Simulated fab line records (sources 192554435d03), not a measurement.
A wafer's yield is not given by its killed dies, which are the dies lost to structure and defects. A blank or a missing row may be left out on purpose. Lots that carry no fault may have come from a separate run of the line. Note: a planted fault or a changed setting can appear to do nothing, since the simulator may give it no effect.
A lot that was struck, set against a sound lot | flow n5-finfet | 21 out of 1938 route steps
Sound: the wafers L951.2, L951.5, L951.6. Struck: wafers L949.1, L949.2, L949.3. The cause is given at the end.
Each step with rows lists, per side, the tool, then ch with its chambers, then its first start. Under that, the readings that differ: sound wafers | struck wafers | difference of the means | sigmas: that difference in standard deviations of wafers without a fault.
alike: readings with means less than 2 such deviations apart, plus words and numbers identical on both sides. not compared: withheld readings, readings lacking a value on some wafer, bounds such as >300 that could conceal the same value, and numbers that have no deviation in the record and whose values overlap.
A row with sigmas, a row that says differs or no value, or rows on one side alone: a step with any of these is where the two part. Non-overlapping numbers with no deviation appear without sigmas and do not part them. Lack of a reading on every wafer of one side parts them only where that side has two or more wafers.

first, 11 steps without rows for these wafers: N5_FIN_SAQP_SRD_66 (time 30 s); N5_FIN_SAQP_RECESS_75 (chemistry HF/NH3, target SiO2, target depth 14.4 nm, afs cycles 3, sublimation time 60 s); N5_FIN_SAQP_SPACER1_ALD_24 (deposits SiO2, target thk 20.3 nm, pulse time 1 s, purge time 2 s); N5_FIN_SAQP_SPACER1_ETCHBACK_25 (etches SiO2 in CHF3/O2, target depth 24.4 nm, time 12.2 s); N5_FIN_SAQP_MANDREL1_REMOVE_56 (chemistry HBr/Cl2/O2, target a-Si, stops on SiNx, bt time 10 s); N5_FIN_SAQP_ETCH_57 (etches SiNx in CH3F/O2, target depth 32.5 nm, time 46.4 s); N5_FIN_SAQP_ETCH_65 (etches SiO2 in CF4, target depth 4 nm, time 4.4 s); N5_FIN_SAQP_MANDREL_ETCH_58 (etches a-Si in HBr/Cl2, stops on SiNx, target depth 45 nm, bt time 10 s, time 27 s); N5_FIN_SAQP_RECESS_63 (chemistry HF/NH3, target SiO2, target depth 18 nm, afs cycles 3, sublimation time 60 s); N5_FIN_SAQP_COAT_68 (time 60 s, resist thk 100 nm); N5_FIN_SAQP_ETCH_69 (etches SOC in N2/H2, stops on SiNx, target depth 150 nm).
N5_FIN_SAQP_ETCH_67: etches SiNx in CH3F/O2, target depth 30 nm.
  sound on rie-diel-02 ch 0,1,2, day 7 19:42; struck on rie-diel-03 ch 0,1,3, day 7 06:35
  no value came back on the struck wafers for any of 9 readings (CH3F_flow_sccm (sccm), O2_flow_sccm (sccm) and others); on the sound wafers CH3F_flow_sccm (sccm) reads 30.04 30.13 29.93
  not compared: rf-hours-counter-h, model.SOC_of_FIN_SAQP_COAT_68.thk-nm
then, 5 steps without rows for these wafers: N5_FIN_SAQP_STRIP_70 (strips in N2/H2); N5_FIN_SAQP_RECESS_71 (chemistry HF/NH3, target SiO2, target depth 3 nm, afs cycles 1, sublimation time 60 s); N5_FIN_SAQP_SPACER2_ALD_28 (deposits SiO2, target thk 8.1 nm, pulse time 1 s, purge time 2 s); N5_FIN_SAQP_SPACER2_ETCHBACK_29 (etches SiO2 in CHF3/O2, target depth 12.2 nm, time 6.1 s); N5_FIN_SAQP_MANDREL2_REMOVE_60 (chemistry HBr/Cl2/O2, target a-Si, stops on SiNx, bt time 10 s).
N5_FIN_SAQP_HM_OPEN_33: chemistry CH3F/O2, target SiNx, target depth 49.4 nm, time 70.6 s.
  sound on rie-diel-02 ch 0,1, day 7 20:36; struck on rie-diel-02 ch 0,2,3, day 7 07:24
  reading                  | sound             | struck            | difference | sigmas
  etch-rf-on-time-s (s)    | 69.5 67.1 69.4    | 79.9 79.7 81.8    | +11.8      | +7
  model.etch.depth-nm (nm) | 37.48 37.06 37.59 | 43.52 43.93 44.24 | +6.52      |
  alike: CH3F_flow_sccm, bias-w, drypump-motor-current-A, mfc-ar-sccm, oes-product-au, rf-vpp-V, showerhead-plenum-p-Torr, throttle-valve-pct
  not compared: rf-hours-counter-h
then, 1 step without rows for these wafers: N5_FIN_SAQP_ETCH_34 (etches SiO2 in C4F6/O2, target depth 45 nm, time 15 s).
N5_BEOL_M4_RC_MEAS_101:
  the record has rows for the sound wafers here (prober-02 ch 0, day 13 21:38) and none for the struck ones
-- here the record skips 10 days between the struck wafers' starts before and after, leaving off in module BEOL_M4 and picking up in module PASSIVATION (first step shown: number 1936 of the route) --
N5_PASSIVATION_PROBE_49:
  sound: prober-01 at day 18 09:51; struck: prober-02 at day 17 19:01
  reading                  | sound          | struck         | difference | sigmas
  defect-limited-yield (%) | 91.7 92.3 92.8 | 0 0 0          | -92        | -62
  killed-at-front-end      | 38 27 31       | 1143 1139 1096 | +1094      | +99 or more
  killed-dies              | 98 91 85       | 1180 1180 1180 | +1089      | +64
  killed-on-rim            | 13 17 11       | 152 152 152    | +138       | +38
  sort_bin_5_function (%)  | 4.3 4.5 4.1    | 96.9 97.0 96.3 | +92.4      | +99 or more
  sort-n-pass              | 1082 1089 1095 | 0 0 0          | -1089      | -64
  sort-yield-pct (%)       | 91.7 92.3 92.8 | 0 0 0          | -92        | -62
  alike: killed_at_M0_to_M3, killed_at_M4_up, killed-at-contacts, killed-at-other, killed-open, killed-short, sort_bin_6_memory, sort_bin_8_speed

== WHERE THEY PART ==
Last at N5_PASSIVATION_PROBE_49 as far as this record goes, first at N5_FIN_SAQP_ETCH_67.

WHY: whatever the simulator had introduced
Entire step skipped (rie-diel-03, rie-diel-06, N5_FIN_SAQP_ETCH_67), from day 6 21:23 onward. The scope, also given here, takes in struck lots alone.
